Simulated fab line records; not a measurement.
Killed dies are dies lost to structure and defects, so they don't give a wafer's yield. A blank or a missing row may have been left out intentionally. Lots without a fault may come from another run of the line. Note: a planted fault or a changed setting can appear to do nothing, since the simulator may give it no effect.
A struck lot beside a sound one || flow nand_harc || 15 out of 1302 route steps
Sound: these wafers, L501.2, L501.3, L501.4. Struck: wafer L509.6 (L509.1, L509.3, from the same lot, were not struck and are left out); the cause is given at the end.
Order at every step that has rows: each side's tool, ch and its chambers, its first start. Under that, the readings that differ: sound wafers || struck wafers || difference of the means || sigmas: that difference in standard deviations of wafers without a fault.
alike: words and numbers the same on both sides, and readings whose means are apart by under 2 such deviations; not compared: readings that were withheld, readings missing a value for some wafer, numbers with overlapping values and no deviation given by the record, and bounds like >300 which may hide the same value.
Wherever a step has rows on one side only, a row that says differs or no value, or a row with sigmas, the two part there. Numbers that don't overlap but have no deviation are shown without sigmas and don't part them. A reading missing from all wafers of one side parts the sides only when that side holds two or more wafers.

first, 1 step without rows for these wafers: NHARC_A_ONON_D1_DEP_12 (target thk 1000 nm).
NHARC_A_ONON_D1_THK_MEAS_14: measures by ellipsometry.
  sound: film_metro-02 at day 7 19:20; struck: film_metro-02 at day 11 11:05
  alike: thk_nm
then, 2 steps without rows for these wafers: NHARC_A_ONON_D1_ANNEAL_15 (time 3600 s); NHARC_A_ONON_D1_DEP_16 (target thk 1000 nm).
NHARC_A_ONON_D1_THK_MEAS_18: measures by ellipsometry.
  sound: film_metro-02 at day 8 08:02; struck: film_metro-01 at day 11 18:54
  alike: thk_nm
after that, 1 step with no rows for these wafers: NHARC_A_ONON_D1_DEP_19 (target thk 1000 nm).
NHARC_A_ONON_D1_THK_MEAS_21: measures by ellipsometry.
  sound: film_metro-02 at day 8 08:44; struck: film_metro-01 at day 11 19:28
  alike: thk_nm
after that, 1 step with no rows for these wafers: NHARC_A_ONON_D1_DEP_22 (target thk 1000 nm).
NHARC_A_ONON_D1_THK_MEAS_24: measures by ellipsometry.
  sound: film_metro-01 at day 8 09:18; struck: film_metro-02 at day 11 20:02
  alike: thk_nm
after that, 1 step with no rows for these wafers: NHARC_A_ONON_D1_DEP_25 (target thk 1000 nm).
NHARC_A_ONON_D1_THK_MEAS_27: measures by ellipsometry.
  sound: film_metro-01 at day 8 09:52; struck: film_metro-02 at day 11 20:36
  alike: thk_nm
NHARC_A_ONON_D1_DEP_28: target thk 1000 nm.
  sound on pecvd_onon-01 ch 0, day 8 09:59; struck on pecvd_onon-02 ch 0, day 11 20:39
  alike: susceptor_temp_C
NHARC_A_ONON_D1_THK_MEAS_30: measures by ellipsometry.
  sound: film_metro-02 at day 8 10:26; struck: film_metro-02 at day 11 21:10
{"reading": "thk_nm (nm)", "sound": "996 996 995", "struck": 1517, "difference": "+521", "sigmas": "+53"}
NHARC_A_ONON_D1_DEP_33: deposits SiO2, target thk 200 nm.
  sound on pecvd-01 ch 0,2, day 8 10:43; struck on pecvd-02 ch 1, day 11 21:13
  alike: heater_power_w, rf_fwd_power_W, susceptor_temp_C, throttle_valve_pct
-- record jumps: 16 days between struck wafers' starts before vs after; left off in module A_ONON_D1, resumes in module END, first step shown is number 1302 of the route --
NHARC_END_SORT_01:
  only the struck wafers appear in the record here, on prober-01 ch 0 at day 28 08:52; the sound ones have no rows

== WHERE THEY PART ==
Earliest at NHARC_A_ONON_D1_THK_MEAS_30; latest, in this record, at NHARC_END_SORT_01.

WHY: whatever the simulator had introduced
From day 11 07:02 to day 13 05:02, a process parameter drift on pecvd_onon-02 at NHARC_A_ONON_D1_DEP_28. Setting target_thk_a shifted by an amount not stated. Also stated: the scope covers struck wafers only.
